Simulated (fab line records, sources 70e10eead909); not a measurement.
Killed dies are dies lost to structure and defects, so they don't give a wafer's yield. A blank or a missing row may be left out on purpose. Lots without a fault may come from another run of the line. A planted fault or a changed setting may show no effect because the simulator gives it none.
fab line records | flow nand_harc
record lots=7 wafers=21 last_day=34
route steps=1302 shown A_STAIRCASE@668
lots that met no fault: from a run of the same line without faults
start_h: hours from the record's first day to the start of the lot's first wafer shown | wait_h: hours since the lot's step before | " the same as in the row above | L1.1+2: a row that stands for several wafers | - no value, or no start given | * or withheld: withheld | < > ~ a bound
route shown NAME@n: a module of which the file shows steps, and the number in the route of the first | usual: mean/standard deviation of fault-free wafers | same: alike in all rows | chamber/n: place in a boat | sites: the reading at each site | _std_site: their standard deviation | _edge_site: outer sites' mean less inner sites' | radius_mm: how far each site lies from the wafer's centre | mask NAME#n: copy n | behind: the tool/chamber that last shaped the wafer | hold: why the lot was held/for how many hours/how that ended | device: the transistor (n, p or np) that didn't switch | end of line: the same wafers' tests at the end of the route | a step without rows: its recipe alone | killed: dies lost to structure and defects at the first sort, not the wafer's yield | map: a wafer's dies, x killed, . not, _ none there
set.NAME: the setting as run; set.NAME@STEP: as run at that earlier step | model.NAME: the simulator's own value behind a step, which no gauge read
lots at some steps of the route; a table a step, a row a wafer
services: from which hour (start_h, from the record's first day; less than 0 if before it) a tool's chamber was out of use, for how many hours, and why
## steps
# step NHARC_A_STAIRCASE_TRIM_12
# recipe time_s=211.2 o2_flow_sccm=500 ar_flow_sccm=0 bias_w=0 chemistry=O2
# usual drypump_motor_current_A=5.7/0.47 o2_flow_sccm=499.9/1.6 oes_product_au=1.002/0.012 rf_vpp_V=57.8/0.94 showerhead_plenum_p_Torr=3.54/0.17 throttle_valve_pct=17.037/0.0092
# same bias_w=0
# columns lot.wafer tool chamber start_h wait_h drypump_motor_current_A o2_flow_sccm oes_product_au rf_hours_counter_h rf_vpp_V showerhead_plenum_p_Torr throttle_valve_pct
L341.2 rie_diel-03 2 393.24 0.1 6.2 500.3 0.995 23 57.7 3.28 17.050
L341.4 " 3 " " 5.8 499.7 1.012 29 58.3 3.50 17.013
L341.5 " 3 " " 5.8 500.9 1.017 - 57.8 3.50 17.034
L343.3 rie_diel-01 1 413.73 0.1 6.0 498.6 1.007 9 57.9 3.48 17.039
L343.1 " 3 " " 5.0 500.1 0.992 8 54.8 3.37 17.045
L343.5 " 0 " " 5.1 501.0 1.009 - 57.7 3.73 17.039
L345.4 rie_diel-03 0 429.46 0.1 4.8 499.3 1.010 40 56.7 3.47 17.023
L345.3 " 3 " " 5.8 498.7 1.011 41 56.9 3.49 17.048
L345.5 " 1 " " 6.3 499.4 1.015 - 57.4 3.63 17.024
L346.4 rie_diel-03 2 437.52 0.6 6.2 496.6 0.994 38 57.3 3.28 17.033
L346.3 " 3 " " 5.8 497.9 1.022 42 57.9 3.49 17.018
L346.5 " 2 " " 6.2 499.9 1.009 - 57.8 3.28 17.030
L354.4 rie_diel-07 2 506.52 0.1 5.9 499.6 1.006 11 57.8 3.62 17.039
L354.2 " 1 " " 5.5 500.0 0.988 11 57.2 3.29 17.037
L354.5 " 3 " " 5.9 498.7 1.006 - 58.1 3.70 17.038
L355.4 rie_diel-01 2 517.55 0.1 5.4 499.8 0.999 48 57.8 3.29 17.038
L355.3 " 3 " " 5.0 500.6 1.004 47 58.8 3.35 17.039
L355.6 " 0 " " 5.1 500.6 0.990 - 57.1 3.71 17.031
L361.4 rie_diel-01 2 593.14 0.1 5.4 499.4 0.982 7 57.8 3.80 17.034
L361.2 " 3 " " 4.9 500.7 0.985 6 57.9 3.34 17.048
L361.6 " 1 " " 6.1 500.4 1.008 - 57.6 3.45 17.032
# step NHARC_A_STAIRCASE_ETCH_13
# recipe target_depth_a=1000 time_s=40.5 ion_energy_ev=400 c4f8_flow_sccm=20 o2_flow_sccm=10 ar_flow_sccm=withheld rf_w=600 bias_w=1000 chemistry=C4F8/O2
# step NHARC_A_STAIRCASE_TRIM_14
# recipe time_s=211.2 o2_flow_sccm=500 ar_flow_sccm=0 bias_w=0 chemistry=O2
# step NHARC_A_STAIRCASE_ETCH_15
# recipe target_depth_a=1000 time_s=40.5 ion_energy_ev=400 c4f8_flow_sccm=20 o2_flow_sccm=10 ar_flow_sccm=withheld rf_w=600 bias_w=1000 chemistry=C4F8/O2
# step NHARC_A_STAIRCASE_TRIM_16
# recipe time_s=211.2 o2_flow_sccm=500 ar_flow_sccm=0 bias_w=0 chemistry=O2
# usual drypump_motor_current_A=5.7/0.47 o2_flow_sccm=500.1/1.5 oes_product_au=1.001/0.012 rf_vpp_V=57.8/1 showerhead_plenum_p_Torr=3.54/0.17 throttle_valve_pct=17.037/0.0091
# same bias_w=0
# columns lot.wafer tool chamber start_h wait_h drypump_motor_current_A o2_flow_sccm oes_product_au rf_hours_counter_h rf_vpp_V showerhead_plenum_p_Torr throttle_valve_pct
L341.2 rie_diel-03 2 - - 6.2 500.5 1.005 23 56.1 3.28 17.050
L341.4 " 3 " " 5.9 498.2 1.013 29 57.6 3.50 17.039
L341.5 " 1 " " 6.3 498.1 1.000 - 57.7 3.64 17.033
L343.1 rie_diel-01 2 - - 5.4 501.9 0.999 11 57.7 3.31 17.026
L343.3 " 3 " " 5.0 500.8 0.980 8 58.1 3.37 17.047
L343.5 " 1 " " 6.1 502.4 0.987 - 57.7 3.48 17.040
L345.3 rie_diel-03 1 - - 6.3 498.8 1.005 43 59.2 3.63 17.025
L345.4 " 3 " " 5.8 499.3 1.028 41 58.9 3.49 17.052
L345.5 " 0 " " 4.8 498.8 1.018 - 56.4 3.47 17.043
L346.4 rie_diel-03 2 - - 6.2 499.0 0.994 38 56.8 3.28 17.052
L346.3 " 3 " " 5.8 500.0 1.020 42 57.7 3.49 17.033
L346.5 " 2 " " 6.2 501.4 0.994 - 57.4 3.28 17.021
L354.2 rie_diel-07 0 - - 5.9 499.9 0.996 11 57.7 3.74 17.032
L354.4 " 3 " " 5.9 499.4 1.009 11 56.9 3.70 17.053
L354.5 " 0 " " 5.9 499.3 0.995 - 57.0 3.74 17.028
L355.3 rie_diel-01 3 - - 5.0 501.0 0.992 47 56.0 3.35 17.029
L355.4 " 0 " " 5.2 501.8 0.993 43 58.4 3.71 17.038
L355.6 " 0 " " 5.1 497.9 0.981 - 58.1 3.71 17.036
L361.2 rie_diel-01 2 - - 5.4 502.2 0.982 7 58.1 3.80 17.030
L361.4 " 1 " " 6.0 501.4 1.002 10 57.5 3.45 17.032
L361.6 " 3 " " 5.0 499.0 0.977 - 57.1 3.34 17.042
# step NHARC_A_STAIRCASE_ETCH_17
# recipe target_depth_a=1000 time_s=40.5 ion_energy_ev=400 c4f8_flow_sccm=20 o2_flow_sccm=10 ar_flow_sccm=withheld rf_w=600 bias_w=1000 chemistry=C4F8/O2
# usual bias_w=999.9/2.9 oes_product_au=0.946/0.013 rf_vpp_V=896/6.4 run_length_s=61.9/0.53
# columns lot.wafer tool chamber start_h wait_h bias_w oes_product_au rf_hours_counter_h rf_vpp_V run_length_s
L341.2 rie_diel-03 1 - - 1001.5 0.943 28 900 62.1
L341.4 " 0 " " 1006.4 0.941 27 894 61.4
L341.5 " 2 " " 1000.5 0.951 - 887 62.4
L343.3 rie_diel-01 3 - - 998.8 0.936 9 890 61.0
L343.1 " 1 " " 999.0 0.938 9 894 61.2
L343.5 " 2 " " 998.5 0.943 - 888 62.5
L345.4 rie_diel-03 2 - - 1003.2 0.954 36 887 62.3
L345.3 " 0 " " 1004.1 0.948 41 894 61.6
L345.5 " 2 " " 996.5 0.959 - 886 62.4
L346.3 rie_diel-03 0 - - 1000.0 0.951 42 895 61.3
L346.4 " 2 " " 1000.7 0.923 38 885 62.6
L346.5 " 0 " " 1002.1 0.950 - 894 61.3
L354.2 rie_diel-07 2 - - 998.3 0.963 12 899 61.4
L354.4 " 3 " " 999.9 0.968 11 903 61.9
L354.5 " 3 " " 996.4 0.959 - 901 62.9
L355.4 rie_diel-01 2 - - 998.6 0.957 48 887 62.1
L355.3 " 1 " " 1001.0 0.958 44 893 61.1
L355.6 " 2 " " 996.5 0.950 - 887 62.2
L361.4 rie_diel-01 2 - - 999.3 0.925 7 906 62.6
L361.2 " 3 " " 1002.0 0.931 6 889 61.5
L361.6 " 1 " " 999.6 0.960 - 892 61.1
# step NHARC_A_STAIRCASE_TRIM_18
# recipe time_s=211.2 o2_flow_sccm=500 ar_flow_sccm=0 bias_w=0 chemistry=O2
# step NHARC_A_STAIRCASE_ETCH_19
# recipe target_depth_a=1000 time_s=40.5 ion_energy_ev=400 c4f8_flow_sccm=20 o2_flow_sccm=10 ar_flow_sccm=withheld rf_w=600 bias_w=1000 chemistry=C4F8/O2
# step NHARC_A_STAIRCASE_TRIM_20
# recipe time_s=211.2 o2_flow_sccm=500 ar_flow_sccm=0 bias_w=0 chemistry=O2
# usual drypump_motor_current_A=5.6/0.51 o2_flow_sccm=499.8/1.4 oes_product_au=1.003/0.013 rf_vpp_V=57.8/0.87 showerhead_plenum_p_Torr=3.51/0.16 throttle_valve_pct=17.037/0.0097
# same bias_w=0
# columns lot.wafer tool chamber start_h wait_h drypump_motor_current_A o2_flow_sccm oes_product_au rf_hours_counter_h rf_vpp_V showerhead_plenum_p_Torr throttle_valve_pct
L341.2 rie_diel-01 1 394.31 0.1 6.0 498.5 1.000 1 57.8 3.48 17.035
L341.4 " 2 " " 5.4 501.2 1.000 1 56.6 3.32 17.041
L341.5 " 3 " " 5.0 498.8 0.990 - 56.7 3.37 17.038
L343.1 rie_diel-03 0 415.24 0.1 4.8 497.8 1.010 34 57.8 3.47 17.041
L343.3 " 2 " " 6.2 500.5 0.997 32 57.2 3.28 17.016
L343.5 " 0 " " 4.8 500.0 1.010 - 56.8 3.47 17.037
L345.3 rie_diel-03 2 430.49 0.1 6.2 499.0 1.003 37 56.7 3.28 17.044
L345.4 " 3 " " 5.8 500.3 1.022 41 58.1 3.49 17.033
L345.5 " 3 " " 5.8 500.4 1.031 - 57.1 3.49 17.042
L346.4 rie_diel-03 0 438.52 0.1 4.8 499.9 1.005 42 58.7 3.47 17.040
L346.3 " 1 " " 6.3 499.9 0.996 45 58.4 3.63 17.040
L346.5 " 1 " " 6.3 501.3 1.005 - 58.1 3.63 17.021
L354.2 rie_diel-03 3 507.99 0.1 5.8 499.9 1.033 11 57.7 3.48 17.038
L354.4 " 2 " " 6.2 499.0 0.986 14 58.1 3.80 17.037
L354.5 " 0 " " 4.9 501.2 0.989 - 58.6 3.46 17.038
L355.4 rie_diel-03 0 518.57 0.1 4.8 500.1 1.009 20 57.2 3.46 17.027
L355.3 " 1 " " 6.3 499.1 1.011 15 58.8 3.61 17.051
L355.6 " 3 " " 5.8 501.0 1.036 - 57.9 3.48 17.048
L361.2 rie_diel-07 2 594.21 0.1 5.9 500.1 1.001 41 57.9 3.60 17.039
L361.4 " 0 " " 5.9 497.4 0.993 - 58.4 3.72 17.032
L361.6 " 2 " " 5.9 502.2 0.993 - 58.6 3.60 17.037
# step NHARC_A_STAIRCASE_ETCH_21
# recipe target_depth_a=1000 time_s=40.5 ion_energy_ev=400 c4f8_flow_sccm=20 o2_flow_sccm=10 ar_flow_sccm=withheld rf_w=600 bias_w=1000 chemistry=C4F8/O2
# usual bias_w=1000.0/3 oes_product_au=0.954/0.019 rf_vpp_V=895/6 run_length_s=61.8/0.53
# columns lot.wafer tool chamber start_h wait_h bias_w oes_product_au rf_hours_counter_h rf_vpp_V run_length_s
L341.4 rie_diel-01 0 - - 995.0 0.954 1 902 61.6
L341.2 " 1 " " 1000.3 0.979 1 896 61.4
L341.5 " 1 " " 997.7 0.983 - 894 60.8
L343.1 rie_diel-03 1 - - 1004.9 0.962 37 900 62.1
L343.3 " 0 " " 995.4 0.968 34 894 61.9
L343.5 " 2 " " 1000.9 0.971 - 886 62.1
L345.4 rie_diel-03 0 - - 1003.0 0.971 41 894 61.4
L345.3 " 1 " " 999.8 0.959 44 900 61.9
L345.5 " 2 " " 995.8 0.947 - 888 62.2
L346.4 rie_diel-03 2 - - 1000.4 0.953 38 885 62.2
L346.3 " 3 " " 998.3 0.975 43 894 63.0
L346.5 " 2 " " 1001.7 0.946 - 886 62.1
L354.2 rie_diel-03 1 - - 1000.1 0.986 11 899 62.1
L354.4 " 0 " " 999.5 0.968 16 893 61.7
L354.5 " 2 " " 1001.6 0.962 - 904 62.2
L355.4 rie_diel-03 2 - - 1005.1 0.955 20 907 62.4
L355.3 " 3 " " 998.5 0.987 17 894 62.2
L355.6 " 1 " " 999.9 0.977 - 900 62.1
L361.2 rie_diel-07 2 - - 1002.4 0.964 41 899 61.7
L361.4 " 2 " " 1002.7 0.961 - 898 61.3
L361.6 " 0 " " 1004.9 0.933 - 903 62.2
# step NHARC_A_STAIRCASE_TRIM_22
# recipe time_s=211.2 o2_flow_sccm=500 ar_flow_sccm=0 bias_w=0 chemistry=O2
# step NHARC_A_STAIRCASE_ETCH_23
# recipe target_depth_a=1000 time_s=40.5 ion_energy_ev=400 c4f8_flow_sccm=20 o2_flow_sccm=10 ar_flow_sccm=withheld rf_w=600 bias_w=1000 chemistry=C4F8/O2
# usual bias_w=1000/3 oes_product_au=0.948/0.015 rf_vpp_V=896/6.1 run_length_s=61.8/0.53
# columns lot.wafer tool chamber start_h wait_h bias_w oes_product_au rf_hours_counter_h rf_vpp_V run_length_s
L341.4 rie_diel-01 1 394.69 - 1000 0.955 1 896 60.7
L341.2 " 2 " " 1001 0.966 1 888 63.0
L341.5 " 1 " " 997 0.957 - 895 61.1
L343.1 rie_diel-03 0 415.67 - 1002 0.972 34 894 61.7
L343.3 " 2 " " - 0.959 33 887 40.6
L343.5 " 0 " " 1002 0.960 - 894 61.3
L345.3 rie_diel-03 1 430.92 - - 0.957 44 902 39.5
L345.4 " 3 " " - 0.959 41 896 40.2
L345.5 " 1 " " 998 0.951 - 900 61.7
L346.4 rie_diel-03 0 438.95 - - 0.952 42 896 39.4
L346.3 " 2 " " - 0.956 38 887 40.6
L346.5 " 1 " " 994 0.952 - 900 61.9
L354.4 rie_diel-03 1 508.42 - 1003 0.973 11 899 62.2
L354.2 " 0 " " 1000 0.954 16 893 61.5
L354.5 " 1 " " 1003 0.973 - 901 61.7
L355.3 rie_diel-03 2 518.98 - 1003 0.952 20 907 62.4
L355.4 " 0 " " 999 0.934 20 893 61.2
L355.6 " 1 " " 999 0.974 - 899 62.2
L361.2 rie_diel-07 0 594.67 - 1002 0.943 45 903 63.1
L361.4 " 2 " " 999 0.961 - 901 61.5
L361.6 " 0 " " 999 0.934 - 903 62.2
# step NHARC_A_STAIRCASE_TRIM_24
# recipe time_s=211.2 o2_flow_sccm=500 ar_flow_sccm=0 bias_w=0 chemistry=O2
## services
# columns tool chamber start_h hours kind
rie_diel-07 - 372.59 1.2 repair
rie_diel-03 2 375.34 13.8 repair
rie_diel-01 - 381.53 9.0 pm
rie_diel-07 3 384.62 2.5 repair
rie_diel-03 0 388.42 - clean
rie_diel-03 1 388.42 - clean
rie_diel-03 3 388.42 - clean
rie_diel-01 3 410.09 2.7 repair
rie_diel-03 0 413.00 - clean
rie_diel-03 1 413.00 - clean
rie_diel-03 2 413.00 - clean
rie_diel-03 3 413.00 - clean
rie_diel-01 0 414.14 6.5 repair
rie_diel-03 0 437.50 - clean
rie_diel-03 1 437.50 - clean
rie_diel-03 2 437.50 - clean
rie_diel-03 3 437.50 - clean
rie_diel-03 3 455.41 17.4 repair
rie_diel-03 - 458.34 9.0 pm
rie_diel-07 - 472.85 9.0 pm
rie_diel-03 1 476.61 8.3 repair
rie_diel-07 1 533.96 17.1 repair
rie_diel-01 - 558.53 9.0 pm
rie_diel-07 3 592.66 15.5 repair
## key
first_sign step=NHARC_A_STAIRCASE_ETCH_23 reading=run_length_s direction=down sigmas=41 usual=* struck=*
effect none on later readings
met_at NHARC_A_STAIRCASE_ETCH_23
struck_wafers L343.3,L345.3,L345.4,L346.3,L346.4
later_rows_left_out L343.3,L345.3,L345.4,L346.3,L346.4
sort_left_out L343.3,L345.3,L345.4,L346.3,L346.4
tester_left_out L343,L345,L346
fault kind=process_parameter_drift tool=rie_diel-03 chamber=- onset_h=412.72 steps=NHARC_A_STAIRCASE_ETCH_23 channel=time_s offset=* shape=step end_h=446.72 scope=struck_wafers_only acts_in=* stated=*
# tester_left_out: of these lots the tester's yield and bins aren't shown, on N5 and GAA mostly nor the transistor test; their killed dies are dies lost to structure and defects alone, not to doping, threshold or leakage, so they don't give the yield
# sort_left_out: the simulated sort isn't trusted on such a fault, so these wafers' sort isn't shown, and their yield isn't known
# later_rows_left_out: the simulator's readings of these wafers behind a module that went badly wrong aren't trusted and aren't shown, but for the sort
